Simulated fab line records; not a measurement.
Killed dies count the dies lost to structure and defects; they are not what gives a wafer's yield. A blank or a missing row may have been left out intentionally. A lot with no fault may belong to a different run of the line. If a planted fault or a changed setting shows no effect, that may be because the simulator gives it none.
Which of the tools did it? | flow n5Finfet | 12 lots, 36 wafers sampled, at 1 step of a route of 1938

## WHAT THE GAUGES SHOWED, per wafer
N5_BEOL_M15_INSPECT_12: inspects for defects (macro).
lot  | measured     | on               | rawDefectCount
L075 | day 11 14:34 | defectInspect-02 | 7 3 1
L078 | day 12 08:43 | defectInspect-02 | 0 3 2
L080 | day 12 20:15 | defectInspect-02 | 5 1 3
L081 | day 13 08:22 | defectInspect-02 | 5 3 5
L084 | day 14 09:06 | defectInspect-02 | 2 3 4
L085 | day 14 14:23 | defectInspect-02 | 1 1 1
L089 | day 14 22:25 | defectInspect-01 | 3 1 4
L090 | day 15 10:46 | defectInspect-01 | 1 1 1
L092 | day 15 21:41 | defectInspect-02 | 1 2 1
L094 | day 17 03:24 | defectInspect-01 | 1 1 3
L095 | day 17 12:11 | defectInspect-02 | 0 3 3
L096 | day 18 19:17 | defectInspect-02 | 5 1 2

## WHAT TOOL EACH LOT RAN ON (gives the tool, then ch and the chambers of the sampled wafers, and finally the start)
Before these readings, the record contains no process step.

## THE ANSWER, worked out from the rows above alone
Rule: the usual values come from the lots themselves. The widest of any qualifying gaps counts: lots, ordered by their means at a reading, are off when they make up no more than a third of the lots, leave a main group of 4 or more, and stand apart from it by 3 or more times the standard deviation of that group's means. If all means in a main group match to the digits the tables above print for the reading, that group is not used. A lot without any number at a reading at which 4 lots or more have one is off too. Where the step has rows for the other lots, those lots are counted as sound.
No lot is off on any of the readings shown, so nothing can be concluded from this.

## WHAT THE SIMULATOR HAD PUT IN
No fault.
